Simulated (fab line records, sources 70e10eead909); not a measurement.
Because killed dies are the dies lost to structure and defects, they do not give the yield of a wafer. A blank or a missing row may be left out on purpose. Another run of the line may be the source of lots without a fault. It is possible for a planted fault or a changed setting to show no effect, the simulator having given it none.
fab line records	flow nand_harc
record: lots: 24	wafers: 72	last_day: 33
route steps=1302 shown P_GATE@142 P_CONTACT@244 P_M0@266
lots that met no fault: from a run of the same line without faults
start_h: hours from the record's first day to the start of the lot's first wafer shown	wait_h: hours from the lot's prior step to this one	" repeats the value in the row above	L1.1+2: several wafers, shown together as one row	- value missing, or start not given	* or withheld: withheld	< > ~ a bound
route shown NAME@n: a module of which the file shows steps, and the number in the route of the first	usual: mean and standard deviation over wafers with no fault	same: alike in all rows	chamber/n: place in a boat	sites: the reading at each site	_std_site: standard deviation of those values	_edge_site: outer sites' mean less inner sites'	radius_mm: how far each site lies from the wafer's centre	mask NAME#n: copy n	behind: the last tool/chamber to shape the wafer	hold: cause of the lot's hold/its duration in hours/its outcome	device: names the non-switching transistor (n, p or np)	end of line: the route-end tests of the same wafers	a step without rows: its recipe alone	killed: dies lost to structure and defects at the first sort, not the wafer's yield	map: shows each die of a wafer: x if killed, . if not, _ if none is there
set.NAME: the run value of the setting; set.NAME@STEP: its run value at that earlier step	model.NAME: the simulator's own value behind a step, which no gauge read
a sample of lots followed through the steps of the route, with each step as a table and each wafer as a row
services: a tool's chamber out of use, with start hour (start_h, from the record's first day; less than 0 if before it), hours out, and reason
== steps ==
step: NHARC_P_GATE_OVL_MEAS_27
usual: overlay_x_nm: 0.1/0.85	overlay_y_nm: 0.1/0.92
lot.wafer	tool	chamber	start_h	wait_h	overlay_x_nm	overlay_y_nm
L074.3	overlay-02	-	94.37	-	0.8	-0.5
L074.4	"	-	"	"	1.1	0.1
L074.6	"	-	"	"	1.2	-0.5
L075.3	overlay-02	-	112.09	-	0.2	0.1
L075.4	"	-	"	"	0.5	-0.1
L075.5	"	-	"	"	0.5	0.5
L076.4	overlay-01	-	114.29	-	-0.6	1.1
L076.5	"	-	"	"	-0.4	0.8
L076.6	"	-	"	"	-0.3	1.2
L077.1	overlay-01	-	132.34	-	0.4	-2.3
L077.2	"	-	"	"	0.3	-2.2
L077.4	"	-	"	"	0.7	-2.3
L078.2	overlay-01	-	139.31	-	0.8	-1.7
L078.4	"	-	"	"	1.1	-1.2
L078.6	"	-	"	"	0.7	-1.5
L079.1	overlay-01	-	143.62	-	-1.2	-1.2
L079.3	"	-	"	"	-1.0	-0.5
L079.5	"	-	"	"	-0.6	-0.8
L080.1	overlay-01	-	155.77	-	2.3	0.7
L080.4	"	-	"	"	1.9	0.5
L080.5	"	-	"	"	2.3	0.8
L081.1	overlay-01	-	166.49	-	-1.2	0.4
L081.2	"	-	"	"	-0.9	0.2
L081.4	"	-	"	"	-0.8	0.7
L082.1	overlay-02	-	177.73	-	0.2	-0.7
L082.4	"	-	"	"	0.7	-0.6
L082.6	"	-	"	"	0.2	-0.5
L084.1	overlay-01	-	192.41	-	0.7	-0.8
L084.5	"	-	"	"	0.2	-0.7
L084.6	"	-	"	"	0.2	-0.5
L083.1	overlay-02	-	192.59	-	0.5	0.9
L083.4	"	-	"	"	0.2	1.3
L083.6	"	-	"	"	0.5	0.5
L085.1	overlay-01	-	204.87	-	0.7	1.0
L085.3	"	-	"	"	0.2	1.0
L085.5	"	-	"	"	0.4	1.0
L086.3	overlay-01	-	213.20	-	1.3	0.3
L086.4	"	-	"	"	0.9	0.2
L086.6	"	-	"	"	0.8	-0.6
L087.2	overlay-01	-	224.92	-	-0.4	0.4
L087.4	"	-	"	"	0.0	0.0
L087.6	"	-	"	"	0.8	0.2
L089.2	overlay-02	-	243.95	-	0.8	0.4
L089.3	"	-	"	"	1.0	0.1
L089.5	"	-	"	"	0.5	0.3
L088.2	overlay-01	-	244.10	-	-1.7	0.1
L088.5	"	-	"	"	-1.7	0.0
L088.6	"	-	"	"	-1.2	0.2
L090.1	overlay-02	-	256.40	-	0.5	0.1
L090.2	"	-	"	"	0.4	0.9
L090.6	"	-	"	"	0.7	0.6
L091.2	overlay-02	-	267.77	-	-0.2	0.4
L091.3	"	-	"	"	-0.4	0.5
L091.5	"	-	"	"	-0.2	0.7
L092.4	overlay-01	-	281.02	-	-0.7	-0.5
L092.5	"	-	"	"	-1.8	-0.3
L092.6	"	-	"	"	-0.6	-0.4
L093.4	overlay-02	-	291.89	-	-0.7	1.3
L093.5	"	-	"	"	-0.7	1.2
L093.6	"	-	"	"	-0.7	1.8
L094.1	overlay-01	-	292.65	-	-1.0	-0.1
L094.3	"	-	"	"	-1.2	-0.1
L094.4	"	-	"	"	-1.2	-0.6
L095.1	overlay-02	-	310.64	-	0.0	-1.4
L095.2	"	-	"	"	0.6	-1.2
L095.6	"	-	"	"	0.4	-1.1
L096.2	overlay-02	-	315.39	-	-0.6	2.1
L096.5	"	-	"	"	0.4	1.8
L096.6	"	-	"	"	0.1	1.4
L097.1	overlay-01	-	324.62	-	0.6	1.2
L097.2	"	-	"	"	0.5	0.3
L097.5	"	-	"	"	0.0	0.9
step: NHARC_P_GATE_ETCH_104
recipe: target_depth_a: 600	time_s: withheld	cf4_flow_sccm: 100	chf3_flow_sccm: 30	ar_flow_sccm: 0	rf_w: 500	bias_w: 200	chemistry: CF4/CHF3
usual: cf4_flow_sccm: 100.0/0.3	drypump_motor_current_A: 5.7/0.44	oes_product_au: 0.946/0.023	rf_fwd_power_W: 492.7/2.1	rf_vpp_V: 371.7/2.2	showerhead_plenum_p_Torr: 1.61/0.06	throttle_valve_pct: 16.802/0.01
lot.wafer	tool	chamber	start_h	wait_h	cf4_flow_sccm	drypump_motor_current_A	oes_product_au	rf_fwd_power_W	rf_vpp_V	showerhead_plenum_p_Torr	throttle_valve_pct
L074.4	rie_diel-03	2	94.58	0.1	100.1	6.1	0.948	490.4	375.1	1.66	16.815
L074.3	"	0	"	"	100.4	5.5	0.948	489.7	371.3	1.62	16.786
L074.6	"	2	"	"	100.2	6.1	0.956	491.0	373.9	1.66	16.805
L075.4	rie_diel-11	0	112.28	0.1	99.9	5.9	0.922	494.9	372.5	1.64	16.788
L075.3	"	2	"	"	100.6	5.8	0.927	494.1	373.0	1.67	16.794
L075.5	"	0	"	"	99.5	5.9	0.921	495.4	372.9	1.64	16.807
L076.4	rie_diel-03	3	114.49	0.1	100.0	4.8	0.978	489.7	375.7	1.67	16.807
L076.6	"	3	"	"	100.0	4.8	0.976	489.4	373.7	1.67	16.822
L076.5	"	0	"	"	99.8	5.5	0.956	491.8	371.2	1.62	16.797
L077.2	rie_diel-03	0	132.53	0.1	99.7	5.5	0.967	494.1	373.5	1.62	16.804
L077.4	"	2	"	"	100.4	6.1	0.967	492.0	372.5	1.66	16.791
L077.1	"	3	"	"	99.9	4.8	0.981	490.1	375.1	1.67	16.800
L078.2	rie_diel-06	2	139.50	0.1	100.1	6.1	0.968	495.4	370.7	1.56	16.786
L078.4	"	3	"	"	100.6	5.8	0.990	495.9	369.3	1.54	16.817
L078.6	"	2	"	"	99.9	6.1	0.958	493.0	369.6	1.56	16.819
L079.1	rie_diel-11	1	143.81	0.1	100.2	6.1	0.925	495.1	373.3	1.64	16.809
L079.3	"	2	"	"	99.9	5.7	0.928	495.6	373.6	1.67	16.818
L079.5	"	1	"	"	100.3	6.1	0.922	497.9	372.5	1.64	16.796
L080.1	rie_diel-03	3	155.96	0.1	100.1	4.8	0.972	489.7	374.2	1.67	16.798
L080.4	"	0	"	"	99.9	5.5	0.957	492.3	371.9	1.62	16.818
L080.5	"	1	"	"	100.7	5.7	0.968	490.8	367.0	1.49	16.797
L081.4	rie_diel-03	3	166.67	0.1	100.1	4.8	0.917	490.9	373.3	1.67	16.798
L081.2	"	0	"	"	100.0	5.5	0.923	492.8	371.8	1.62	16.805
L081.1	"	1	"	"	100.1	5.7	0.932	494.7	367.3	1.49	16.786
L082.4	rie_diel-06	2	177.92	0.1	99.4	6.1	0.972	495.7	370.5	1.56	16.804
L082.1	"	3	"	"	99.6	5.8	0.925	497.2	369.0	1.54	16.808
L082.6	"	1	"	"	99.8	5.4	0.913	492.3	370.6	1.61	16.816
L084.1	rie_diel-03	1	192.60	0.1	99.3	5.7	0.926	492.8	369.5	1.49	16.804
L084.6	"	3	"	"	100.2	4.8	0.915	492.8	374.7	1.66	16.781
L084.5	"	0	"	"	99.7	5.5	0.932	493.0	372.3	1.62	16.813
L083.1	rie_diel-06	0	192.77	0.1	100.0	6.1	0.966	491.1	373.1	1.66	16.809
L083.4	"	2	"	"	99.7	6.1	0.952	494.9	370.6	1.56	16.807
L083.6	"	0	"	"	99.7	6.1	0.968	492.3	372.9	1.66	16.803
L085.1	rie_diel-06	2	205.06	0.1	99.5	6.1	0.968	494.8	370.2	1.56	16.800
L085.3	"	3	"	"	99.9	5.8	0.967	495.0	369.3	1.54	16.801
L085.5	"	1	"	"	100.2	5.4	0.975	493.3	371.2	1.61	16.796
L086.4	rie_diel-06	0	213.39	0.1	99.9	6.1	0.908	492.4	373.4	1.66	16.804
L086.3	"	1	"	"	100.2	5.4	0.919	493.0	372.2	1.61	16.800
L086.6	"	3	"	"	100.1	5.8	0.920	496.3	370.9	1.54	16.806
L087.2	rie_diel-03	3	225.13	0.1	100.0	4.8	0.952	489.7	375.9	1.66	16.811
L087.4	"	0	"	"	100.0	5.5	0.945	491.3	373.6	1.62	16.804
L087.6	"	0	"	"	100.0	5.5	0.941	490.6	371.9	1.62	16.799
L089.2	rie_diel-06	0	244.13	0.1	100.0	6.1	0.932	490.0	373.1	1.66	16.789
L089.3	"	1	"	"	100.6	5.4	0.940	492.7	373.1	1.61	16.772
L089.5	"	0	"	"	100.0	6.1	0.935	490.2	373.6	1.66	16.817
L088.2	rie_diel-03	2	244.31	0.1	100.1	6.1	0.921	492.6	374.4	1.66	16.808
L088.6	"	1	"	"	99.3	5.7	0.944	490.8	368.8	1.49	16.783
L088.5	"	2	"	"	100.2	6.1	0.935	489.3	374.6	1.66	16.807
L090.1	rie_diel-06	0	256.58	0.1	99.8	6.2	0.969	492.9	373.6	1.66	16.791
L090.2	"	2	"	"	100.4	6.1	0.950	495.9	369.8	1.56	16.811
L090.6	"	1	"	"	100.1	5.4	0.964	493.0	372.3	1.61	16.798
L091.2	rie_diel-03	3	267.95	0.1	99.7	4.8	0.947	489.9	373.0	1.66	16.807
L091.3	"	0	"	"	99.9	5.5	0.929	493.1	371.8	1.62	16.787
L091.5	"	0	"	"	100.1	5.5	0.907	491.6	372.6	1.62	16.788
L092.4	rie_diel-11	0	281.20	0.1	99.8	6.0	0.915	493.6	371.4	1.63	16.796
L092.5	"	3	"	"	99.8	5.9	0.937	493.1	368.7	1.55	16.794
L092.6	"	0	"	"	99.9	6.0	0.926	492.4	372.4	1.63	16.796
L093.4	rie_diel-03	3	292.07	0.1	100.2	4.8	0.981	489.2	373.0	1.66	16.790
L093.6	"	2	"	"	100.0	6.1	0.974	494.5	373.1	1.66	16.808
L093.5	"	3	"	"	100.2	4.7	0.985	491.0	373.4	1.66	16.793
L094.1	rie_diel-03	2	292.84	0.1	100.3	6.0	0.961	494.5	373.4	1.66	16.800
L094.3	"	3	"	"	99.8	4.8	0.970	493.4	373.8	1.66	16.812
L094.4	"	0	"	"	100.2	5.5	0.962	488.6	371.4	1.62	16.801
L095.2	rie_diel-03	3	310.83	0.1	100.0	4.8	0.988	490.5	372.9	1.66	16.810
L095.1	"	0	"	"	99.6	5.5	0.968	493.0	373.1	1.62	16.816
L095.6	"	0	"	"	99.8	5.5	0.963	494.3	373.5	1.62	16.793
L096.2	rie_diel-03	3	315.58	0.1	99.6	4.8	0.937	491.2	374.4	1.66	16.795
L096.6	"	2	"	"	99.8	6.1	0.938	492.6	373.7	1.66	16.811
L096.5	"	3	"	"	99.8	4.8	0.939	490.8	374.0	1.66	16.797
L097.2	rie_diel-03	1	324.80	0.1	100.4	5.8	0.929	492.1	368.8	1.49	16.804
L097.1	"	3	"	"	100.1	4.8	0.924	491.4	374.0	1.66	16.813
L097.5	"	1	"	"	100.0	5.7	0.940	492.4	368.4	1.49	16.801
step: NHARC_P_CONTACT_DEGAS_38
recipe: temp_c: 300	time_s: 60
usual: heater_power_w: 473/57
lot.wafer	tool	chamber	start_h	wait_h	heater_power_w
L074.3	pvd_sputter-01	-	116.14	-	577
L074.4	"	-	"	"	509
L074.6	"	-	"	"	398
L075.4	pvd_sputter-01	-	134.08	-	499
L075.3	"	-	"	"	406
L075.5	"	-	"	"	493
L076.4	pvd_sputter-03	-	136.40	-	460
L076.5	"	-	"	"	514
L076.6	"	-	"	"	507
L077.4	pvd_sputter-01	-	154.03	-	495
L077.1	"	-	"	"	579
L077.2	"	-	"	"	473
L078.4	pvd_sputter-02	-	161.03	-	422
L078.2	"	-	"	"	478
L078.6	"	-	"	"	416
L079.3	pvd_sputter-02	-	165.73	-	485
L079.1	"	-	"	"	360
L079.5	"	-	"	"	479
L080.1	pvd_sputter-01	-	177.69	-	494
L080.4	"	-	"	"	396
L080.5	"	-	"	"	490
L081.4	pvd_sputter-01	-	188.34	-	507
L081.2	"	-	"	"	402
L081.1	"	-	"	"	588
L082.1	pvd_sputter-03	-	201.41	-	502
L082.4	"	-	"	"	513
L082.6	"	-	"	"	452
L083.1	pvd_sputter-02	-	214.31	-	423
L083.4	"	-	"	"	471
L083.6	"	-	"	"	419
L084.1	pvd_sputter-02	-	215.96	-	399
L084.5	"	-	"	"	425
L084.6	"	-	"	"	406
L085.3	pvd_sputter-03	-	228.70	-	505
L085.1	"	-	"	"	510
L085.5	"	-	"	"	514
L086.3	pvd_sputter-03	-	235.26	-	505
L086.4	"	-	"	"	521
L086.6	"	-	"	"	499
L087.2	pvd_sputter-02	-	246.71	-	419
L087.4	"	-	"	"	389
L087.6	"	-	"	"	361
L089.2	pvd_sputter-03	-	265.58	-	517
L089.3	"	-	"	"	456
L089.5	"	-	"	"	461
L088.2	pvd_sputter-01	-	266.35	-	503
L088.6	"	-	"	"	571
L088.5	"	-	"	"	506
L090.1	pvd_sputter-03	-	278.40	-	502
L090.2	"	-	"	"	514
L090.6	"	-	"	"	451
L091.3	pvd_sputter-01	-	289.67	-	555
L091.2	"	-	"	"	413
L091.5	"	-	"	"	503
L092.4	pvd_sputter-03	-	302.50	-	518
L092.6	"	-	"	"	498
L092.5	"	-	"	"	521
L093.4	pvd_sputter-03	-	313.49	-	495
L093.5	"	-	"	"	507
L093.6	"	-	"	"	511
L094.4	pvd_sputter-02	-	314.42	-	368
L094.3	"	-	"	"	399
L094.1	"	-	"	"	409
L095.2	pvd_sputter-01	-	332.21	-	496
L095.1	"	-	"	"	413
L095.6	"	-	"	"	501
L096.2	pvd_sputter-02	-	337.49	-	394
L096.5	"	-	"	"	372
L096.6	"	-	"	"	496
L097.1	pvd_sputter-03	-	346.57	-	517
L097.2	"	-	"	"	501
L097.5	"	-	"	"	504
step: NHARC_P_M0_DESCUM_14
recipe: time_s: 3	o2_flow_sccm: 200	ar_flow_sccm: 0	bias_power_w: 0	chemistry: O2
usual: drypump_motor_current_A: 5.7/0.57	oes_product_au: 1.001/0.0072	rf_vpp_V: 57.9/0.91	showerhead_plenum_p_Torr: 1.93/0.072	throttle_valve_pct: 11.311/0.0095
lot.wafer	tool	chamber	start_h	wait_h	drypump_motor_current_A	oes_product_au	rf_hours_counter_h	rf_vpp_V	showerhead_plenum_p_Torr	throttle_valve_pct
L074.4	rie_diel-04	1	118.70	0.1	4.8	0.997	33	57.7	1.85	11.321
L074.3	"	2	"	"	5.8	0.999	25	60.2	2.07	11.313
L074.6	"	1	"	"	4.8	1.014	-	58.1	1.85	11.316
L075.3	rie_diel-09	0	136.56	0.1	6.4	0.997	29	56.9	2.00	11.313
L075.4	"	1	"	"	6.6	1.000	24	57.1	1.88	11.325
L075.5	"	0	"	"	6.4	0.985	-	58.1	2.00	11.308
L076.4	rie_diel-08	1	139.21	0.1	6.0	1.008	38	57.9	1.80	11.325
L076.5	"	2	"	"	5.4	1.011	-	58.7	1.86	11.301
L076.6	"	3	"	"	5.7	1.004	-	56.9	1.90	11.304
L077.1	rie_diel-09	1	156.55	0.1	6.6	1.002	0	57.5	1.88	11.305
L077.2	"	2	"	"	5.1	0.993	0	56.1	1.90	11.333
L077.4	"	1	"	"	6.6	1.002	-	57.9	1.88	11.309
L078.4	rie_diel-09	3	163.65	0.1	5.4	1.016	0	56.6	2.00	11.301
L078.2	"	1	"	"	6.6	1.002	1	58.7	1.88	11.305
L078.6	"	2	"	"	5.1	1.007	-	56.9	1.90	11.325
L079.3	rie_diel-04	0	168.31	0.1	5.8	0.997	50	57.6	1.94	11.306
L079.1	"	1	"	"	4.8	1.006	51	57.5	1.84	11.310
L079.5	"	1	"	"	4.8	1.001	-	56.7	1.84	11.294
L080.4	rie_diel-09	1	180.30	0.1	6.6	0.992	4	58.5	1.88	11.318
L080.1	"	2	"	"	5.1	0.996	5	58.8	1.90	11.306
L080.5	"	0	"	"	6.4	0.994	-	58.9	2.00	11.310
L081.2	rie_diel-08	0	190.80	0.1	5.3	1.002	61	58.1	2.06	11.309
L081.4	"	1	"	"	6.0	0.992	55	57.4	1.79	11.306
L081.1	"	3	"	"	5.7	1.010	63	58.1	1.89	11.310
L082.4	rie_diel-09	0	203.94	0.1	6.4	0.989	9	58.4	2.00	11.291
L082.1	"	1	"	"	6.5	1.000	10	57.9	1.88	11.319
L082.6	"	3	"	"	5.4	0.992	-	59.1	2.00	11.321
L083.1	rie_diel-09	2	216.77	0.1	5.1	1.008	12	58.8	1.90	11.321
L083.4	"	0	"	"	6.3	1.005	10	57.4	2.00	11.307
L083.6	"	2	"	"	5.1	0.996	-	58.9	1.89	11.299
L084.1	rie_diel-09	2	218.55	0.1	5.1	1.005	12	57.8	1.89	11.320
L084.6	"	2	"	"	5.1	1.012	-	57.6	1.90	11.320
L084.5	"	3	"	"	5.5	1.005	-	58.3	2.00	11.336
L085.3	rie_diel-09	2	231.29	0.1	5.1	1.005	14	57.2	1.89	11.315
L085.1	"	3	"	"	5.4	1.001	13	57.6	2.00	11.319
L085.5	"	1	"	"	6.5	0.993	-	57.4	1.88	11.328
L086.4	rie_diel-08	0	237.77	0.1	5.3	1.002	16	58.8	2.05	11.303
L086.3	"	1	"	"	6.0	0.995	18	56.7	1.79	11.312
L086.6	"	3	"	"	5.7	1.003	-	58.0	1.89	11.302
L087.4	rie_diel-04	3	249.30	0.1	5.3	1.003	17	58.0	1.99	11.316
L087.2	"	0	"	"	5.8	1.010	18	58.1	1.93	11.308
L087.6	"	1	"	"	4.8	1.012	-	57.4	1.84	11.307
L089.2	rie_diel-09	0	268.18	0.1	6.4	1.014	21	59.2	2.00	11.311
L089.3	"	1	"	"	6.5	0.996	21	58.2	1.88	11.333
L089.5	"	0	"	"	6.4	1.004	-	58.8	2.00	11.301
L088.2	rie_diel-08	2	268.82	0.1	5.4	1.006	23	56.3	1.85	11.295
L088.6	"	3	"	"	5.7	0.999	-	57.4	1.88	11.315
L088.5	"	0	"	"	5.3	1.007	-	57.7	2.05	11.307
L090.1	rie_diel-09	0	280.95	0.1	6.4	1.017	24	56.9	1.99	11.297
L090.2	"	2	"	"	5.1	0.995	27	57.8	1.89	11.316
L090.6	"	3	"	"	5.5	0.999	-	57.3	1.99	11.299
L091.2	rie_diel-09	2	292.13	0.1	5.1	0.998	29	58.2	1.89	11.308
L091.3	"	3	"	"	5.4	1.000	28	57.2	1.99	11.299
L091.5	"	2	"	"	5.1	0.997	-	57.3	1.89	11.316
L092.4	rie_diel-09	3	305.12	0.1	5.4	1.014	29	58.9	1.99	11.308
L092.5	"	0	"	"	6.4	1.014	-	57.4	1.99	11.326
L092.6	"	1	"	"	6.5	1.010	-	57.5	1.88	11.313
L093.4	rie_diel-04	3	315.98	0.1	5.3	1.002	36	58.1	1.98	11.319
L093.5	"	0	"	"	5.8	1.001	-	57.8	1.92	11.312
L093.6	"	1	"	"	4.8	1.003	-	55.9	1.83	11.308
L094.1	rie_diel-04	2	317.01	0.1	5.9	1.009	39	58.8	2.05	11.318
L094.3	"	0	"	"	5.8	0.994	39	56.9	1.92	11.323
L094.4	"	1	"	"	4.8	1.009	34	58.3	1.83	11.307
L095.2	rie_diel-09	3	334.65	0.1	5.5	0.998	1	59.4	1.99	11.306
L095.1	"	0	"	"	6.4	0.993	1	58.7	1.99	11.312
L095.6	"	3	"	"	5.4	0.999	-	56.4	1.99	11.312
L096.2	rie_diel-09	0	340.11	0.1	6.3	1.014	2	58.0	1.99	11.323
L096.6	"	0	"	"	6.4	1.004	-	58.6	1.99	11.323
L096.5	"	1	"	"	6.5	0.994	-	56.8	1.87	11.306
L097.2	rie_diel-09	3	349.70	0.1	5.4	0.999	5	59.8	1.99	11.308
L097.1	"	0	"	"	6.4	1.001	4	58.8	1.99	11.312
L097.5	"	1	"	"	6.6	0.997	-	57.1	1.87	11.321
step: NHARC_P_M0_PRE_CLEAN_29
recipe: time_s: 30	temp_c: 280	gas: H2/He
usual: heater_power_w: 414/48
lot.wafer	tool	chamber	start_h	wait_h	heater_power_w
L074.4	pvd_sputter-02	-	-	-	318
L074.3	"	-	"	"	382
L074.6	"	-	"	"	318
L075.4	pvd_sputter-01	-	-	-	354
L075.3	"	-	"	"	435
L075.5	"	-	"	"	509
L076.4	pvd_sputter-02	-	-	-	422
L076.6	"	-	"	"	374
L076.5	"	-	"	"	351
L077.1	pvd_sputter-03	-	-	-	439
L077.4	"	-	"	"	442
L077.2	"	-	"	"	456
L078.4	pvd_sputter-01	-	-	-	415
L078.2	"	-	"	"	497
L078.6	"	-	"	"	452
L079.1	pvd_sputter-01	-	-	-	450
L079.3	"	-	"	"	491
L079.5	"	-	"	"	442
L080.1	pvd_sputter-03	-	-	-	439
L080.4	"	-	"	"	387
L080.5	"	-	"	"	452
L081.1	pvd_sputter-03	-	-	-	440
L081.4	"	-	"	"	405
L081.2	"	-	"	"	441
L082.1	pvd_sputter-01	-	-	-	426
L082.4	"	-	"	"	441
L082.6	"	-	"	"	430
L083.1	pvd_sputter-03	-	-	-	438
L083.4	"	-	"	"	450
L083.6	"	-	"	"	445
L084.1	pvd_sputter-02	-	-	-	352
L084.5	"	-	"	"	317
L084.6	"	-	"	"	368
L085.3	pvd_sputter-02	-	-	-	323
L085.1	"	-	"	"	372
L085.5	"	-	"	"	414
L086.4	pvd_sputter-03	-	-	-	439
L086.3	"	-	"	"	397
L086.6	"	-	"	"	458
L087.4	pvd_sputter-03	-	-	-	453
L087.2	"	-	"	"	438
L087.6	"	-	"	"	459
L089.3	pvd_sputter-02	-	-	-	371
L089.2	"	-	"	"	318
L089.5	"	-	"	"	377
L088.2	pvd_sputter-01	-	-	-	357
L088.5	"	-	"	"	503
L088.6	"	-	"	"	440
L090.2	pvd_sputter-03	-	-	-	400
L090.1	"	-	"	"	458
L090.6	"	-	"	"	397
L091.3	pvd_sputter-01	-	-	-	367
L091.2	"	-	"	"	439
L091.5	"	-	"	"	447
L092.4	pvd_sputter-02	-	-	-	352
L092.6	"	-	"	"	372
L092.5	"	-	"	"	327
L093.4	pvd_sputter-03	-	-	-	461
L093.5	"	-	"	"	437
L093.6	"	-	"	"	402
L094.1	pvd_sputter-03	-	-	-	437
L094.4	"	-	"	"	397
L094.3	"	-	"	"	449
L095.2	pvd_sputter-03	-	-	-	444
L095.1	"	-	"	"	401
L095.6	"	-	"	"	455
L096.2	pvd_sputter-03	-	-	-	466
L096.6	"	-	"	"	446
L096.5	"	-	"	"	442
L097.1	pvd_sputter-02	-	-	-	433
L097.2	"	-	"	"	351
L097.5	"	-	"	"	361
step: NHARC_P_M0_INSPECT_27
usual: raw_defect_count: 283/120
lot.wafer	tool	chamber	start_h	wait_h	raw_defect_count
L074.3	defect_inspect-01	-	121.48	0.0	416
L074.4	"	-	"	"	293
L074.6	"	-	"	"	395
L075.3	defect_inspect-02	-	139.03	0.0	417
L075.4	"	-	"	"	368
L075.5	"	-	"	"	752
L076.4	defect_inspect-01	-	142.54	0.0	147
L076.5	"	-	"	"	151
L076.6	"	-	"	"	264
L077.1	defect_inspect-01	-	159.13	0.0	208
L077.2	"	-	"	"	153
L077.4	"	-	"	"	89
L078.2	defect_inspect-01	-	166.50	0.0	178
L078.4	"	-	"	"	204
L078.6	"	-	"	"	162
L079.1	defect_inspect-02	-	170.96	0.0	225
L079.3	"	-	"	"	580
L079.5	"	-	"	"	256
L080.1	defect_inspect-01	-	182.75	0.0	344
L080.4	"	-	"	"	389
L080.5	"	-	"	"	227
L081.1	defect_inspect-02	-	193.31	0.0	273
L081.2	"	-	"	"	226
L081.4	"	-	"	"	256
L082.1	defect_inspect-01	-	206.42	0.0	311
L082.4	"	-	"	"	260
L082.6	"	-	"	"	487
L083.1	defect_inspect-01	-	219.23	0.0	173
L083.4	"	-	"	"	122
L083.6	"	-	"	"	186
L084.1	defect_inspect-01	-	221.02	0.0	314
L084.5	"	-	"	"	218
L084.6	"	-	"	"	195
L085.1	defect_inspect-01	-	233.75	0.0	411
L085.3	"	-	"	"	258
L085.5	"	-	"	"	385
L086.3	defect_inspect-01	-	240.23	0.0	398
L086.4	"	-	"	"	379
L086.6	"	-	"	"	460
L087.2	defect_inspect-02	-	251.76	0.0	246
L087.4	"	-	"	"	170
L087.6	"	-	"	"	218
L089.2	defect_inspect-02	-	270.70	0.0	195
L089.3	"	-	"	"	245
L089.5	"	-	"	"	203
L088.2	defect_inspect-02	-	271.40	0.0	161
L088.5	"	-	"	"	249
L088.6	"	-	"	"	205
L090.1	defect_inspect-01	-	283.41	0.0	202
L090.2	"	-	"	"	230
L090.6	"	-	"	"	268
L091.2	defect_inspect-02	-	294.71	0.0	276
L091.3	"	-	"	"	359
L091.5	"	-	"	"	263
L092.4	defect_inspect-01	-	307.78	0.0	242
L092.5	"	-	"	"	296
L092.6	"	-	"	"	240
L093.4	defect_inspect-02	-	318.44	0.0	135
L093.5	"	-	"	"	217
L093.6	"	-	"	"	318
L094.1	defect_inspect-01	-	319.61	0.0	449
L094.3	"	-	"	"	351
L094.4	"	-	"	"	239
L095.1	defect_inspect-02	-	337.13	0.0	357
L095.2	"	-	"	"	209
L095.6	"	-	"	"	292
L096.2	defect_inspect-02	-	342.95	0.0	364
L096.5	"	-	"	"	426
L096.6	"	-	"	"	447
L097.1	defect_inspect-02	-	352.17	0.0	190
L097.2	"	-	"	"	175
L097.5	"	-	"	"	181
== services ==
tool	chamber	start_h	hours	kind
pvd_sputter-02	-	104.00	10.0	pm
rie_diel-03	-	104.30	9.0	pm
rie_diel-09	1	108.46	7.6	repair
rie_diel-06	2	124.25	1.3	repair
rie_diel-06	-	130.20	9.0	pm
pvd_sputter-03	-	130.45	5.2	repair
rie_diel-09	3	141.87	18.9	repair
rie_diel-09	-	143.34	9.0	pm
pvd_sputter-02	-	155.54	1.2	repair
rie_diel-03	-	156.79	0.7	repair
pvd_sputter-03	-	170.00	10.0	pm
pvd_sputter-01	-	181.12	5.5	repair
pvd_sputter-01	-	210.73	6.8	repair
pvd_sputter-01	-	226.03	10.0	pm
rie_diel-03	0	240.65	3.4	repair
rie_diel-03	3	243.90	21.7	repair
pvd_sputter-02	-	276.73	14.3	repair
rie_diel-03	-	281.30	9.0	pm
rie_diel-03	3	317.44	2.6	repair
rie_diel-09	-	320.34	9.0	pm
pvd_sputter-02	-	326.31	6.0	repair
pvd_sputter-03	-	330.39	1.0	repair
pvd_sputter-01	-	336.91	1.9	repair
pvd_sputter-03	-	348.02	10.0	pm
== key ==
fault none
